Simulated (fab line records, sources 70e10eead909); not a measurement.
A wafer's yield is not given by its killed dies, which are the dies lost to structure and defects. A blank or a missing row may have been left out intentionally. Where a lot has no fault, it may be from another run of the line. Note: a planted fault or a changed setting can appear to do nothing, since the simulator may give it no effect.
fab line records	flow nandHarc
[record] lots = 6	wafers = 18	lastDay = 24
route steps=1159 shown A_M1@1057 A_BONDPAD@1059 END@1159
lots with no fault: from the same line, run without faults
startH: hours from the record's opening day to when the first of the lot's shown wafers began	waitH: hours since the lot's step before	" same as the row above	L1.1+2: one row covering several wafers at once	- no value present, or no start provided	* or withheld: withheld	< > ~ a bound
route shown NAME@n: names a module that has steps shown in the file, with the first one's number in the route	usual: average and standard deviation across the fault-free wafers	same: alike in all rows	chamber/n: place in a boat	sites: each site's reading	_std_site: standard deviation across them	_edge_site: the outer-site mean with the inner-site mean subtracted	radiusMm: how far each site lies from the wafer's centre	mask NAME#n: copy n	behind: the most recent tool/chamber to have shaped the wafer	hold: why the lot was held/for how many hours/how that ended	device: whichever transistor did not switch (one of n, p or np)	end of line: tests of these same wafers at the route's end	a step with no rows: only its recipe	killed: dies that structure and defects cost at the first sort, which is not the same as the wafer's yield	map: dies across one wafer; x = killed, . = not, _ = none there
set.NAME: the run value of the setting; set.NAME@STEP: its run value at that earlier step	model.NAME: the simulator's own value behind a step, which no gauge read
lots at selected steps of the route; one table per step, one row per wafer
services: the hour from which a tool's chamber was out of use, counted from the record's first day as startH (under 0 if before that day), plus the number of hours and why
[[steps]]
[step NHARC_A_M1_PRE_CLEAN_32]
[recipe] timeS = 12	tempC = 370	rfPowerW = 300	gas = NH3
[usual] heaterPowerW = 665/68
lot.wafer	tool	chamber	startH	waitH	heaterPowerW
L826.1	pecvd-04	1	419.42	0.1	712
L826.6	"	2	"	"	545
L826.4	"	1	"	"	719
L827.1	pecvd-03	1	422.00	0.1	660
L827.3	"	2	"	"	759
L827.5	"	1	"	"	675
L836.3	pecvd-04	1	482.50	0.1	649
L836.6	"	1	"	"	652
L836.5	"	2	"	"	600
L840.2	pecvd-03	0	518.38	0.5	615
L840.5	"	1	"	"	627
L840.4	"	2	"	"	771
L839.1	pecvd-03	0	521.13	0.8	649
L839.3	"	1	"	"	641
L839.6	"	1	"	"	632
L844.3	pecvd-04	2	528.53	0.1	624
L844.2	"	0	"	"	625
L844.4	"	2	"	"	602
[step NHARC_A_M1_DEP_33]
[recipe] targetThkA = 300	tempC = 370	targetThkNm = 30	pressureTorr = 3	flowSccm = 200	rfW = 450	material = SiCN
[usual] heaterPowerW = 616/59
lot.wafer	tool	chamber	startH	waitH	heaterPowerW
L826.1	pecvd-04	1	419.56	0.1	726
L826.6	"	2	"	"	555
L826.4	"	1	"	"	590
L827.1	pecvd-03	1	422.16	0.1	624
L827.3	"	2	"	"	710
L827.5	"	1	"	"	621
L836.3	pecvd-04	1	482.58	0.1	667
L836.6	"	1	"	"	658
L836.5	"	2	"	"	565
L840.2	pecvd-03	0	518.46	0.1	601
L840.5	"	1	"	"	608
L840.4	"	2	"	"	616
L839.1	pecvd-03	0	521.21	0.1	610
L839.3	"	1	"	"	591
L839.6	"	1	"	"	596
L844.3	pecvd-04	2	528.60	0.1	557
L844.2	"	0	"	"	635
L844.4	"	2	"	"	547
[step NHARC_A_BONDPAD_DEP_00]
[recipe] targetThkA = 2500	tempC = 370	targetThkNm = 250	pressureTorr = 3	flowSccm = 200	rfW = 450	material = SiCN
[usual] heaterPowerW = 601/64
lot.wafer	tool	chamber	startH	waitH	heaterPowerW
L826.1	pecvd-02	1	420.07	-	657
L826.4	"	1	"	"	676
L826.6	"	2	"	"	549
L827.3	pecvd-04	0	422.81	-	699
L827.1	"	1	"	"	694
L827.5	"	1	"	"	714
L836.3	pecvd-02	1	483.22	-	610
L836.6	"	2	"	"	518
L836.5	"	1	"	"	597
L840.2	pecvd-03	2	-	-	713
L840.5	"	1	"	"	524
L840.4	"	2	"	"	569
L839.1	pecvd-03	2	-	-	712
L839.3	"	0	"	"	580
L839.6	"	1	"	"	551
L844.3	pecvd-02	2	529.21	-	574
L844.2	"	0	"	"	617
L844.4	"	1	"	"	580
[step NHARC_A_BONDPAD_CMP_29]
[recipe] targetThkNm = 200	material = SiCN
[usual] edgeZonePressureFrac = 0.999/0.0051	motorCurrentA = 12.0/1.2	retainingRingPressureFrac = 1.000/0.0055
lot.wafer	tool	chamber	startH	waitH	edgeZonePressureFrac	motorCurrentA	retainingRingPressureFrac
L826.1	cmp-01	3	420.44	-	0.998	13.6	0.993
L826.4	"	0	"	"	0.999	11.6	0.989
L826.6	"	0	"	"	1.002	11.9	0.994
L827.1	cmp-01	2	423.22	-	1.007	10.4	0.995
L827.3	"	0	"	"	1.004	12.1	0.997
L827.5	"	3	"	"	1.001	14.0	1.004
L836.3	cmp-03	2	483.61	-	1.003	11.2	1.003
L836.5	"	3	"	"	1.008	11.8	0.996
L836.6	"	0	"	"	1.006	11.0	0.999
L840.4	cmp-01	3	519.74	-	0.993	13.8	0.996
L840.2	"	2	"	"	0.993	10.7	1.004
L840.5	"	3	"	"	0.989	13.3	0.990
L839.1	cmp-03	1	522.47	-	1.004	12.3	1.003
L839.3	"	3	"	"	0.993	11.4	1.003
L839.6	"	0	"	"	1.000	10.6	1.000
L844.4	cmp-03	1	529.57	-	0.993	12.4	1.001
L844.2	"	3	"	"	0.999	11.4	0.994
L844.3	"	0	"	"	0.993	10.8	1.003
[step NHARC_A_BONDPAD_THK_MEAS_30]
[recipe] thkMeasGauge = ellipsometry
[usual] thkNm = 199.2/1.6
lot.wafer	tool	chamber	startH	waitH	thkNm
L826.1	filmMetro-02	-	420.69	0.2	202.0
L826.4	"	-	"	"	202.6
L826.6	"	-	"	"	201.9
L827.1	filmMetro-02	-	423.47	0.2	200.8
L827.3	"	-	"	"	200.7
L827.5	"	-	"	"	201.8
L836.3	filmMetro-01	-	483.79	0.2	199.4
L836.5	"	-	"	"	199.8
L836.6	"	-	"	"	198.7
L840.2	filmMetro-01	-	520.00	0.2	200.4
L840.4	"	-	"	"	200.1
L840.5	"	-	"	"	197.7
L839.1	filmMetro-01	-	522.70	0.2	201.9
L839.3	"	-	"	"	198.4
L839.6	"	-	"	"	200.9
L844.2	filmMetro-02	-	529.82	0.2	197.6
L844.3	"	-	"	"	198.1
L844.4	"	-	"	"	197.7
[step NHARC_A_BONDPAD_SRD_31]
[step NHARC_A_BONDPAD_DEHYDRATE_01]
[recipe] tempC = 150	timeS = 120
[step NHARC_A_BONDPAD_HMDS_02]
[recipe] timeS = 30
[step NHARC_A_BONDPAD_COAT_33]
[recipe] tempC = 200	timeS = 65
[step NHARC_A_BONDPAD_COAT_03]
[recipe] spinRpm = 2000	resistThkNm = 600
[step NHARC_A_BONDPAD_SOFTBAKE_04]
[recipe] tempC = 125	timeS = 70
[step NHARC_A_BONDPAD_EBR_05]
[step NHARC_A_BONDPAD_EXPOSE_06]
[recipe] na = 0.55	doseMj = 36.99	maskId = A_BPAD
[usual] exposureDoseMJCm2 = 36.98/0.042	reticleTempC = 22.97/0.13
lot.wafer	tool	chamber	startH	waitH	mask	exposureDoseMJCm2	reticleTempC
L826.1	krfScanner-01	0	421.10	-	A_BPAD#0	36.99	23.02
L826.4	"	0	"	"	A_BPAD#0	36.94	22.84
L826.6	"	0	"	"	A_BPAD#0	37.02	22.93
L827.1	krfScanner-04	0	423.76	-	A_BPAD#0	36.97	22.96
L827.3	"	0	"	"	A_BPAD#0	36.96	22.79
L827.5	"	0	"	"	A_BPAD#0	37.02	22.87
L836.3	krfScanner-04	0	484.21	-	A_BPAD#0	48.98	22.91
L836.5	"	0	"	"	A_BPAD#0	48.90	22.95
L836.6	"	0	"	"	A_BPAD#0	48.94	23.14
L840.2	krfScanner-01	0	520.41	-	A_BPAD#0	36.95	22.82
L840.4	"	0	"	"	A_BPAD#0	36.95	22.74
L840.5	"	0	"	"	A_BPAD#0	36.95	22.89
L839.1	krfScanner-04	0	523.11	-	A_BPAD#0	45.29	22.82
L839.3	"	0	"	"	A_BPAD#0	45.21	22.74
L839.6	"	0	"	"	A_BPAD#0	45.20	22.93
L844.2	krfScanner-03	0	530.12	-	A_BPAD#0	37.04	23.02
L844.3	"	0	"	"	A_BPAD#0	37.02	22.93
L844.4	"	0	"	"	A_BPAD#0	36.96	23.04
[step NHARC_A_BONDPAD_PEB_07]
[recipe] pebTempC = 128	pebTimeS = 80
[step NHARC_A_BONDPAD_DEVELOP_08]
[recipe] timeS = 50	devTempC = 22
[step NHARC_A_BONDPAD_CD_MEAS_09]
[recipe] targetCdNm = 500	landingEnergyEv = 500
[usual] cdNm = 500.5/2.9
lot.wafer	tool	chamber	startH	waitH	cdNm
L826.1	cdSem-02	0	421.25	-	499.3
L826.4	"	0	"	"	499.5
L826.6	"	0	"	"	495.8
L827.1	cdSem-03	0	423.91	-	503.9
L827.3	"	0	"	"	504.5
L827.5	"	0	"	"	501.3
L836.3	cdSem-02	0	484.36	-	511.7
L836.5	"	0	"	"	509.6
L836.6	"	0	"	"	510.4
L840.2	cdSem-02	0	520.56	-	500.2
L840.4	"	0	"	"	502.4
L840.5	"	0	"	"	499.8
L839.1	cdSem-03	0	523.27	-	505.4
L839.3	"	0	"	"	509.1
L839.6	"	0	"	"	506.3
L844.2	cdSem-01	0	530.27	-	497.9
L844.3	"	0	"	"	495.9
L844.4	"	0	"	"	496.6
[step NHARC_A_BONDPAD_OVL_MEAS_35]
[usual] overlayXNm = 1/5.5	overlayYNm = 0/5.6
lot.wafer	tool	chamber	startH	waitH	overlayXNm	overlayYNm
L826.1	overlay-01	-	421.34	-	0	3
L826.4	"	-	"	"	0	3
L826.6	"	-	"	"	0	3
L827.1	overlay-01	-	424.00	-	3	-6
L827.3	"	-	"	"	3	-5
L827.5	"	-	"	"	3	-5
L836.3	overlay-02	-	484.44	-	-2	-1
L836.5	"	-	"	"	-1	-1
L836.6	"	-	"	"	-1	0
L840.2	overlay-02	-	520.65	-	-4	8
L840.4	"	-	"	"	-5	8
L840.5	"	-	"	"	-5	8
L839.1	overlay-02	-	523.35	-	9	6
L839.3	"	-	"	"	10	6
L839.6	"	-	"	"	10	6
L844.2	overlay-01	-	530.35	-	4	3
L844.3	"	-	"	"	4	3
L844.4	"	-	"	"	4	3
[step NHARC_END_SORT_01]
[recipe] tempC = 25
[usual] defectLimitedYield = 95.0/1.6	killedAtArray = 30/10	killedAtOther = 0.5/0.82	killedAtPeriphery = 2.9/2	killedDies = 34/11	killedOpen = 3.2/1.8	killedShort = 2.0/1.4	sort_bin_2_pct = 1.5/0.68	sort_bin_3_pct = 0.28/0.21	sort_bin_4_pct = 3.1/0.97	sortNPass = 643/11	sortRimYieldPct = 94.6/2.9	sortYieldPct = 95.0/1.6
[same] grossDies = 677	sort_bin_5_pct[%] = 0	sort_bin_6_pct[%] = 0	sort_bin_7_pct[%] = 0	sort_bin_8_pct[%] = 0	sortRimNGross = 106.00
lot.wafer	tool	chamber	startH	waitH	defectLimitedYield[%]	killedAtArray	killedAtOther	killedAtPeriphery	killedDies	killedOpen	killedShort	sort_bin_2_pct[%]	sort_bin_3_pct[%]	sort_bin_4_pct[%]	sortNPass	sortRimYieldPct[%]	sortYieldPct[%]
L836.3	prober-01	0	517.51	3.0	94.8	29	0	6	35	3	6	1.3	0.59	3.2	642	94.3	94.8
L836.5	prober-01	0	519.05	3.6	96.0	25	0	2	27	6	1	0.9	0.59	2.5	650	93.4	96.0
L836.6	prober-01	0	519.83	3.9	95.6	26	0	4	30	3	4	1.3	0.15	3.0	647	92.5	95.6
L839.3	prober-01	0	560.17	3.1	95.9	27	0	1	28	2	2	0.9	0	3.2	649	94.3	95.9
// killed by level:class
L836.3 A_CHANNEL_HOLE_D1:chamberFilmFlake=14 A_CONTACT:chamberFilmFlake=6 A_WL_FILL:geometricParticle:short=3 P_M1:chamberFilmFlake=3 P_GATE:geometricParticle:short=1 P_CONTACT:geometricParticle:open=1 A_SOURCE_PLATE:geometricParticle:open=1 A_ONON_D1:geometricParticle:short=1
L836.5 A_CHANNEL_HOLE_D1:chamberFilmFlake=16 A_CHANNEL_FILL_D1:geometricParticle:open=2 A_CONTACT:chamberFilmFlake=2 A_WL_FILL:geometricParticle:open=1 A_CONTACT:geometricParticle:short=1 A_CONTACT:geometricParticle:open=1 A_BLC:geometricParticle:open=1 A_BONDPAD:geometricParticle:open=1
L836.6 A_CHANNEL_HOLE_D1:chamberFilmFlake=13 A_CONTACT:chamberFilmFlake=3 A_STAIRCASE:chamberFilmFlake=2 P_CONTACT:geometricParticle:open=1 A_SOURCE_PLATE:geometricParticle:short=1 A_ONON_D1:geometricParticle:short=1 A_WL_FILL:geometricParticle:short=1 A_CONTACT:geometricParticle:open=1
L839.3 A_SLIT:chamberFilmFlake=10 A_CHANNEL_HOLE_D1:chamberFilmFlake=8 A_STAIRCASE:chamberFilmFlake=4 A_CONTACT:chamberFilmFlake=2 P_M0:geometricParticle:open=1 A_SGD_CUT:geometricParticle:short=1 A_WL_FILL:geometricParticle:short=1 A_CONTACT:geometricParticle:open=1
[[services]]
tool	chamber	startH	hours	kind
krfScanner-01	-	397.22	0.4	repair
krfScanner-01	-	399.10	0.5	repair
pecvd-03	0	404.05	22.6	repair
pecvd-04	-	410.43	0.7	repair
pecvd-04	-	414.04	1.8	repair
cmp-01	-	425.09	2.2	repair
krfScanner-01	-	428.00	4.0	pm
pecvd-04	1	433.42	4.3	repair
pecvd-02	-	435.24	22.6	repair
cmp-03	-	438.76	0.9	repair
cmp-03	-	450.00	4.0	pm
cmp-01	-	454.98	1.2	repair
pecvd-03	1	460.76	18.1	repair
krfScanner-03	-	469.44	0.3	repair
krfScanner-04	-	470.00	4.0	pm
pecvd-03	-	473.09	13.0	pm
cmp-01	-	473.55	4.0	pm
krfScanner-03	-	476.63	0.6	repair
krfScanner-01	-	493.44	0.5	repair
pecvd-03	-	504.33	0.4	repair
cmp-03	-	504.64	0.8	repair
cmp-03	-	505.97	3.2	repair
pecvd-02	-	515.22	13.0	pm
cmp-01	-	529.29	0.8	repair
[[key]]
[firstSign] step = NHARC_A_BONDPAD_EXPOSE_06	reading = exposureDoseMJCm2	direction = up	sigmas = 99+	usual = 36.98	struck = 47.09
[effect] step = NHARC_A_BONDPAD_CD_MEAS_09	reading = cdNm	direction = up	sigmas = 2.8	usual = 500.5	struck = 508.7	through = controlLoop
metAt NHARC_A_BONDPAD_EXPOSE_06
struckWafers L836.3,L836.5,L836.6,L839.1,L839.3,L839.6
[loopTrim] step = NHARC_A_BONDPAD_EXPOSE_06	setting = dose	lots = L839
onsetBetween 423.76 484.21
[fault] kind = processParameterDrift	tool = krfScanner-04	chamber = -	onsetH = 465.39	steps = NHARC_A_BONDPAD_EXPOSE_06	channel = doseMj	offset = 11.981	shape = step	actsIn = theseRecipesOnly	stated = 36.99
// loopTrim: a control loop set the setting to another value than it would have without faults
